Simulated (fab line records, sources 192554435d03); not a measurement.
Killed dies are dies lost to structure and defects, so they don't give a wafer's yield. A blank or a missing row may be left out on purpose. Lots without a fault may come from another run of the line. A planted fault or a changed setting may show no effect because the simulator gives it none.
A struck lot beside a sound one | flow n5_finfet | 19 steps out of a route of 1938
Sound: wafers L485.1, L485.4, L485.5. Struck: wafer L495.2. (L495.3, L495.5 of the same lot were not struck and are left out.) The cause comes at the end.
At each step with rows: each side's tool, then ch and its chambers, then its first start. Under that, the readings that differ: sound wafers | struck wafers | difference of the means | sigmas: that difference in standard deviations of wafers without a fault.
alike: readings whose means differ by less than 2 such deviations, and words and numbers that are the same on both sides. not compared: withheld readings, readings that some wafer has no value for, bounds like >300 that may hide the same value, and numbers for which the record gives no deviation and whose values overlap.
The two part at a step that has a row with sigmas, a row that says differs or no value, or rows on one side only. Numbers that don't overlap but have no deviation are shown without sigmas and don't part them. A reading that every wafer of one side lacks parts them only if that side has two wafers or more.

first, 6 steps without rows for these wafers: N5_BEOL_M0_SAQP_COAT_34 (resist thk 30 nm); N5_BEOL_M0_SAQP_EBR_36; N5_BEOL_M0_SAQP_SOFTBAKE_35 (time 60 s); N5_BEOL_M0_SAQP_EXPOSE_37 (exposes mask M0 CUT1, target cd 30 nm); N5_BEOL_M0_SAQP_PEB_38 (peb time 60 s); N5_BEOL_M0_SAQP_DEVELOP_39 (develop time 30 s).
N5_BEOL_M0_SAQP_CD_MEAS_40: target cd 30 nm.
  sound on cd_sem-01 ch 0, day 7 16:44; struck on cd_sem-03 ch 0, day 10 07:25
  alike: cd_nm
N5_BEOL_M0_SAQP_OVL_MEAS_41:
  sound on overlay-01 ch 0, day 7 16:46; struck on overlay-01 ch 0, day 10 07:26
  alike: M0_CUT1_OVL
N5_BEOL_M0_SAQP_INSPECT_42: inspects for defects (brightfield).
  sound on defect_inspect-02, day 7 16:49; struck on defect_inspect-01, day 10 07:30
  alike: raw_defect_count
N5_BEOL_M0_SAQP_DESCUM_45: chemistry O2, time 7 s.
  sound on rie_diel-05 ch 2,3, day 7 16:52; struck on rie_diel-05 ch 1, day 10 07:32
  reading                     | sound       | struck | difference | sigmas
  drypump_motor_current_A (A) | 5.0 5.5 5.5 | 6.2    | +0.9       | +2
  alike: oes_product_au, rf_vpp_V, showerhead_plenum_p_Torr, throttle_valve_pct
  not compared: rf_hours_counter_h
N5_BEOL_M0_SAQP_ETCH_88: etches underlayer in N2/H2, target depth 6.5 nm, time 5.2 s.
  sound on rie_diel-05 ch 2,3, day 7 16:53; struck on rie_diel-05 ch 1, day 10 07:34
  reading                     | sound       | struck | difference | sigmas
  drypump_motor_current_A (A) | 5.0 5.4 5.4 | 6.3    | +1.0       | +3
  alike: etch_rf_on_time_s, oes_product_au, rf_fwd_power_W, rf_vpp_V, showerhead_plenum_p_Torr, throttle_valve_pct
  not compared: rf_hours_counter_h
N5_BEOL_M0_SAQP_ETCH_73: etches SiARC in CF4, target depth 19.5 nm, time 32.5 s.
  sound on rie_diel-05 ch 2,3, day 7 16:55; struck on rie_diel-05 ch 1, day 10 07:35
  reading                     | sound       | struck | difference | sigmas
  drypump_motor_current_A (A) | 5.0 5.4 5.4 | 6.2    | +0.9       | +2
  alike: etch_rf_on_time_s, oes_product_au, rf_fwd_power_W, rf_vpp_V, showerhead_plenum_p_Torr, throttle_valve_pct
  not compared: rf_hours_counter_h
N5_BEOL_M0_SAQP_CUT_ETCH_46: etches SOC in N2/H2, target depth 135 nm, overetch 27 nm, time 202.5 s.
  sound on rie_diel-05 ch 2,3, day 7 16:56; struck on rie_diel-05 ch 1, day 10 07:37
  reading                                         | sound             | struck | difference | sigmas
  drypump_motor_current_A (A)                     | 5.0 5.4 5.5       | 6.2    | +0.9       | +2
  rf_fwd_power_W (W)                              | 837.2 838.5 837.3 | 1039.9 | +202.2     | +75
  rf_vpp_V (V)                                    | 524.8 523.1 524.0 | 487.6  | -36.4      | -23
  model.SiARC_of_BEOL_M0_SAQP_COAT_72.thk_nm (nm) | 4.8 5 5.2         | 3.8    | -1.2       |
  model.BEOL_M0_SAQP.cd_nm (nm)                   | 30.4 29.6 30      | 30.6   | +0.6       |
  alike: showerhead_plenum_p_Torr, throttle_valve_pct
  not compared: rf_hours_counter_h
then, 2 steps without rows for these wafers: N5_BEOL_M0_SAQP_STRIP_74 (strips in N2/H2); N5_BEOL_M0_SAQP_STRIP_89 (strips in N2/H2).
N5_BEOL_M0_SAQP_ALD_48: deposits SiO2, target thk 20 nm, pulse time 1 s, co reactant pulse time 1 s.
  sound on ald_sin-04 ch 0,2, day 7 17:08; struck on ald_sin-01 ch 0, day 10 07:49
  alike: heater_power_w, precursor_pulse_height_rel, susceptor_temp_C
N5_BEOL_M0_SAQP_ETCH_49: etches SiO2 in CF4/O2, target depth 37 nm.
  sound on rie_diel-05 ch 0,2,3, day 7 17:40; struck on rie_diel-05 ch 1, day 10 08:20
  reading                       | sound        | struck | difference | sigmas
  drypump_motor_current_A (A)   | 5.7 5.0 5.4  | 6.2    | +0.8       | +2
  model.BEOL_M0_SAQP.cd_nm (nm) | 30.4 29.8 30 | 30.6   | +0.5       |
  alike: O2_flow_sccm, oes_product_au, rf_fwd_power_W, rf_vpp_V, showerhead_plenum_p_Torr, throttle_valve_pct
  not compared: rf_hours_counter_h
N5_BEOL_M0_SAQP_STRIP_75: strips in CF4.
  sound on rie_diel-05 ch 0,2,3, day 7 17:46; struck on rie_diel-05 ch 1, day 10 08:26
  reading                     | sound       | struck | difference | sigmas
  drypump_motor_current_A (A) | 5.7 5.0 5.4 | 6.2    | +0.8       | +2
  alike: oes_product_au, rf_vpp_V, showerhead_plenum_p_Torr, throttle_valve_pct
  not compared: rf_hours_counter_h
N5_BEOL_M4_RC_MEAS_101:
  sound on prober-01 ch 0, day 10 01:48; struck on prober-02 ch 0, day 12 06:08
  reading       | sound          | struck | difference | sigmas
  SS_N (mV/dec) | 71.2 71.7 70.9 | 72.3   | +1.0       | +2
  alike: DIBL_N, DIBL_P, IOFF_N, IOFF_P, ION_N, ION_P, SS_P, VT_N, VT_P

WHERE THEY PART
First at N5_BEOL_M0_SAQP_DESCUM_45; last, within this record, at N5_BEOL_M4_RC_MEAS_101.

WHY: what the simulator had put in
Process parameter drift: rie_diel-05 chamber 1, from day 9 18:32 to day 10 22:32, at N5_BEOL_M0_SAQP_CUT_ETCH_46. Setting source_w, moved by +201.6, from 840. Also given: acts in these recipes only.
